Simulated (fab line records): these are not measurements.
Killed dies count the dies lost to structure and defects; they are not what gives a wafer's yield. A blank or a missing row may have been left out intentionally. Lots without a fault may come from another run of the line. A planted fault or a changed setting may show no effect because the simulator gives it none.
8D (eight disciplines) problem report, filled in by code | flow nandHarc | the parts of the form that need people (team, actions taken, sign-off) are left out

1. THE PROBLEM
Wafers without a fault read 94.6 s, standard deviation 0.4; runLengthS at NHARC_A_M1_ETCH_28 reads a mean of 75.7 s on 4 wafers belonging to 2 lots. Measured from the usual mean, that is -47 standard deviations.
The step: etches the open film in CF4/N2, target depth 30 nm, time 72.99 s.
First seen on wafer L586.4, day 19 08:45, on rieDiel-05. The record has a number at this step for 18 wafers belonging to 6 lots. Rule for "out" (also "out of limits"): further than 4 standard deviations from the usual mean. Any other wafer with a number is counted as sound.

2. WHAT IT IS AND WHAT IT IS NOT
question                    | is                             | is not
which readings at this step | runLengthS                     | drypumpMotorCurrentA, oesProductAu, rfVppV, showerheadPlenumPTorr
which lots                  | L586, L590                     | L581, L583, L595, L602
which wafers of those lots  | L586.2, L586.4, L590.2, L590.4 | L586.6, L590.3
read on which tools         | rieDiel-05                     | rieDiel-03, rieDiel-11
when                        | from day 19 08:45              | up to then (7 sound wafers); but 7 sound wafers of L590, L595, L602 came after

3. SUSPECTS, AND WHAT RULES EACH OUT
Counting: if a tool at a process step up to the reading ran every lot that is out, it stays a suspect. Sound lots after the first of them don't rule it out here, since some wafers of a struck lot are sound.
- rieDiel-05 at NHARC_A_M1_STRIP_18 (strips in N2/H2): kept. It processed each lot that is out (first: L586, day 19 08:32); up to then, its last sound lot is L583 (day 18 18:37).
- rieDiel-05 at NHARC_A_M1_ETCH_28 (etches the open film in CF4/N2, target depth 30 nm, time 72.99 s): kept. It processed each lot that is out (first: L586, day 19 08:45); up to then, its last sound lot is L583 (day 18 18:51). On those wafers its own readings are out: runLengthS.
- Within rieDiel-05 at NHARC_A_M1_ETCH_28: the wafers that are out ran in chambers 1, 2, 3; their sound lot-mates ran in chamber 0.
After counting, rieDiel-05 at NHARC_A_M1_STRIP_18 and rieDiel-05 at NHARC_A_M1_ETCH_28 remain.

4. THE CAUSE (what the simulator had put in)
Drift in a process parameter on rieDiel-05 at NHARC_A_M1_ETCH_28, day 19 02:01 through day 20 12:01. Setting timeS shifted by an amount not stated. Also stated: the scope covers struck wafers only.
Counting leaves 2 suspects; this tool is one of them.

5. SEQUENCE OF EFFECTS, ordered by route
One row per reading whose mean, taken over the struck wafers that have a number, lies over 3 standard deviations from the usual. Scope: only readings with a usual standard deviation given in the record; hours: median across lots of the time from each lot's start at the first step in this table that gives one to its start at this step; sigmas: change in usual standard deviations.
hours | step               | reading    | usual  | on struck wafers | change | sigmas
0     | NHARC_A_M1_ETCH_28 | runLengthS | 94.6 s | 75.7             | -18.9  | -47
Here are the process steps it includes:
- NHARC_A_M1_ETCH_28: etches the open film in CF4/N2, target depth 30 nm, time 72.99 s.
Readings that are blank on the struck wafers while sound wafers have them: biasW at NHARC_A_M1_ETCH_28.

6. WHAT WOULD HAVE CAUGHT IT SOONER
In this record no reading fell out of limits until day 19 08:45, 7 hours after the fault had begun at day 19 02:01.
